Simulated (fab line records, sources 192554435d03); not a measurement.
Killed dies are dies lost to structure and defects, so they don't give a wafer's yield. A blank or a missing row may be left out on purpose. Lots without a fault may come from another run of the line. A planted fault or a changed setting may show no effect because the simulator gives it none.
One fault seen from 3 desks | flow n5_finfet | each desk has only its own numbers; what lay behind them comes last

THE TOOL OWNER'S DESK: krf_scanner-02
The tool's own readings at N5_PASSIVATION_EXPOSE_27 (exposes mask PAD, defocus 0 nm): means of the sampled wafers that have a number, for each lot that ran on this tool. A lot is out of limits, marked OUT, if its mean lies more than 4 standard deviations from the usual mean; the brackets give that distance.
Columns: A = exposure_dose_mJ_cm2 at N5_PASSIVATION_EXPOSE_27, usual 32.30
lot  | first seen here | A
L453 | day 12 04:24    | 32.30
L459 | day 13 11:26    | 32.27
L460 | day 13 12:34    | 32.33
L466 | day 15 09:15    | 32.30
L469 | day 15 20:59    | 32.28
L467 | day 15 23:47    | 32.32
This desk's finding: nothing out of limits on any of the 6 lots.

THE METROLOGY DESK
What the gauges read, lot by lot, whatever tool the lot ran on: means of the sampled wafers that have a number. A lot is out of limits, marked OUT, if its mean lies more than 4 standard deviations from the usual mean; the brackets give that distance.
Columns: A = cd_nm at N5_PASSIVATION_CD_MEAS_30, usual 4000.1 nm
lot  | first seen here | A
L453 | day 12 04:34    | 4001.3
L455 | day 13 06:34    | 4000.3
L459 | day 13 11:37    | 3997.1
L460 | day 13 12:44    | 3999.6
L466 | day 15 09:25    | 4033.8 (+26) OUT
L469 | day 15 21:10    | 4035.3 (+27) OUT
L467 | day 15 23:57    | 4033.4 (+26) OUT
L472 | day 16 06:58    | 3999.1
L473 | day 16 21:19    | 4000.2
L476 | day 18 08:42    | 4000.6
This desk's finding: out of limits on L466, L467, L469; first on L466, day 15 09:25 (cd_nm at N5_PASSIVATION_CD_MEAS_30). In limits: L453, L455, L459, L460, L472, L473, L476.

THE DEFECT DESK
What the inspections along the route counted, lot by lot: means of the sampled wafers that have a number. A lot is out of limits, marked OUT, if its mean lies more than 4 standard deviations from the usual mean; the brackets give that distance.
Columns: A = raw_defect_count at N5_PASSIVATION_INSPECT_64, usual 2.3
lot  | first seen here | A
L453 | day 12 04:38    | 4.3
L455 | day 13 06:37    | 2.0
L459 | day 13 11:40    | 3.0
L460 | day 13 12:47    | 3.7
L466 | day 15 09:28    | 1.5
L469 | day 15 21:13    | 3.5
L467 | day 16 00:00    | 1.5
L472 | day 16 07:01    | 2.0
L473 | day 16 21:22    | 3.7
L476 | day 18 08:46    | 1.3
This desk's finding: nothing out of limits on any of the 10 lots.

PUT TOGETHER
The metrology desk could have raised an alarm at day 15 09:25, on L466, L467, L469.
The tool owner's desk saw nothing out of limits.
The defect desk saw nothing out of limits.
The tool owner's desk has L466, L467, L469 on record, within its limits.
The defect desk has L466, L467, L469 on record, within its limits.
Of the lots named, all ran N5_PASSIVATION_EXPOSE_27 on krf_scanner-02.

WHAT THE SIMULATOR HAD PUT IN
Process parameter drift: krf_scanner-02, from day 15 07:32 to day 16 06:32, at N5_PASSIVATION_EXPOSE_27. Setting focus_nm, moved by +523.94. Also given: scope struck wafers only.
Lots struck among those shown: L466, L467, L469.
Hours from the fault's start to each desk's first reading out of limits: the metrology desk, 2.
